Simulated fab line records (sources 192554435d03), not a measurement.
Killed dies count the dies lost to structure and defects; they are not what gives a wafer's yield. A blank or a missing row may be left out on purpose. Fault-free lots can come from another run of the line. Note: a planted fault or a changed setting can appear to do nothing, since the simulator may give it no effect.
Struck lot and sound lot, side by side ; flow n5_finfet ; 33 out of 1938 route steps
Sound: wafers L511.1, L511.3, L511.4. Wafers struck: L521.2, L521.4, L521.6. At the end, the cause is stated.
Each step with rows lists, per side, the tool, then ch with its chambers, then its first start. Under that, the readings that differ: sound wafers ; struck wafers ; difference of the means ; sigmas: that difference in standard deviations of wafers without a fault.
alike: readings with means less than 2 such deviations apart, plus words and numbers identical on both sides. not compared: withheld readings, readings lacking a value on some wafer, bounds such as >300 that could conceal the same value, and numbers that have no deviation in the record and whose values overlap.
Wherever a step has rows on one side only, a row that says differs or no value, or a row with sigmas, the two part there. Numbers that have no deviation but don't overlap get no sigmas and don't part them. A reading missing from all wafers of one side parts the sides only when that side holds two or more wafers.

first, 11 steps without rows for these wafers: N5_BEOL_M4_ANNEAL_89 (time 240 s); N5_BEOL_M4_SPUTTER_90 (material Cu, target thk 4.5 nm, time 8.29 s); N5_BEOL_M4_ANNEAL_91 (time 240 s); N5_BEOL_M4_SPUTTER_92 (material Cu, target thk 4.5 nm, time 8.29 s); N5_BEOL_M4_ANNEAL_93 (time 240 s); N5_BEOL_M4_SPUTTER_94 (material Cu, target thk 4.5 nm, time 8.29 s); N5_BEOL_M4_ANNEAL_95 (time 240 s); N5_BEOL_M4_SPUTTER_96 (material Cu, target thk 4.5 nm, time 8.29 s); N5_BEOL_M4_ECD_50 (material Cu, target thk 300 nm); N5_BEOL_M4_ANNEAL_51 (time 90 s); N5_BEOL_M4_CMP_52 (polishes, stops on SiOC, t overpolish 6.8 s, target thk 40 nm).
N5_BEOL_M4_PRE_CLEAN_60: time 15 s.
  sound on cvd_co-01 ch 0,1,2, day 9 02:46; struck on cvd_co-01 ch 0,1,2, day 11 04:56
  alike: heater_power_w
then, 3 steps without rows for these wafers: N5_BEOL_M4_CO_CAP_55 (material Co, precursor CCTBA/H2, target thk 2 nm, time 102.1 s); N5_BEOL_M4_PRE_CLEAN_56 (time 15 s); N5_BEOL_M4_DEP_57 (deposits SiCN from 3MS/NH3, target thk 8 nm, time 14 s).
N5_BEOL_M4_INSPECT_59: inspects for defects (darkfield).
  sound on defect_inspect-01, day 9 03:01; struck on defect_inspect-02, day 11 05:13
reading;sound;struck;difference;sigmas
raw_defect_count;40 46 84;1184 1250 1127;+1130;+51
N5_BEOL_M4_RC_MEAS_101:
  sound on prober-02 ch 0, day 9 03:03; struck on prober-02 ch 0, day 11 05:23
  alike: DIBL_N, DIBL_P, IOFF_N, IOFF_P, ION_N, ION_P, SS_N, SS_P, VT_N, VT_P
then, 13 steps without rows for these wafers: N5_BEOL_M5_ILD_DEP_00 (deposits SiCOH lowk from DEMS/porogen, target thk 140.64 nm, time 25.9 s); N5_BEOL_M5_CURE_79 (cures SiCOH lowk, time 240 s); N5_BEOL_M5_PECVD_70 (deposits SiO2 from TEOS/O2, target thk 16 nm, time 18 s); N5_BEOL_M5_HM_DEP_02 (deposits TiN, target thk 20 nm); N5_BEOL_M5_COAT_59 (time 60 s, resist thk 60 nm); N5_BEOL_M5_COAT_60 (time 60 s, resist thk 12 nm); N5_BEOL_M5_COAT_71 (time 60 s, resist thk 5 nm); N5_BEOL_M5_COAT_05 (resist thk 30 nm); N5_BEOL_M5_EBR_07; N5_BEOL_M5_SOFTBAKE_06 (time 60 s); N5_BEOL_M5_EXPOSE_08 (exposes mask M5, target cd 28 nm); N5_BEOL_M5_PEB_09 (peb time 60 s); N5_BEOL_M5_DEVELOP_10 (develop time 30 s).
N5_BEOL_M5_INSPECT_13: inspects for defects (brightfield).
  sound on defect_inspect-01, day 9 06:10; struck on defect_inspect-02, day 11 09:56
reading;sound;struck;difference;sigmas
raw_defect_count;637 393 751;1553 1578 1398;+916;+8
then, 1 step without rows for these wafers: N5_BEOL_M5_DESCUM_16 (chemistry O2, time 7 s).
-- a jump in the record: the struck wafers' starts before and after are 4 days apart (it breaks off in module BEOL_M5 and resumes in module PASSIVATION, where the first step shown is number 1936 of the route) --
N5_PASSIVATION_PROBE_49:
  sound on prober-02, day 13 11:26; struck on prober-01, day 15 20:26
reading;sound;struck;difference;sigmas
defect_limited_yield (%);90.1 92.8 91.0;86.8 85.7 84.0;-5.8;-4
killed_at_M4_up;16 10 18;52 73 96;+59;+11
killed_dies;117 85 106;156 169 189;+69;+4
killed_on_rim;14 7 15;32 30 29;+18;+5
sort_bin_5_function (%);6.0 4.8 5.3;7.5 8.9 9.4;+3.2;+3
sort_n_pass;1063 1095 1074;1024 1011 991;-69;-4
sort_yield_pct (%);90.1 92.8 91.0;86.8 85.7 84.0;-5.8;-4
  alike: killed_at_M0_to_M3, killed_at_contacts, killed_at_front_end, killed_at_other, killed_open, killed_short, sort_bin_4_leakage, sort_bin_6_memory

## WHERE THEY PART
Last at N5_PASSIVATION_PROBE_49 as far as this record goes, first at N5_BEOL_M4_INSPECT_59.

WHY: what the simulator had put in
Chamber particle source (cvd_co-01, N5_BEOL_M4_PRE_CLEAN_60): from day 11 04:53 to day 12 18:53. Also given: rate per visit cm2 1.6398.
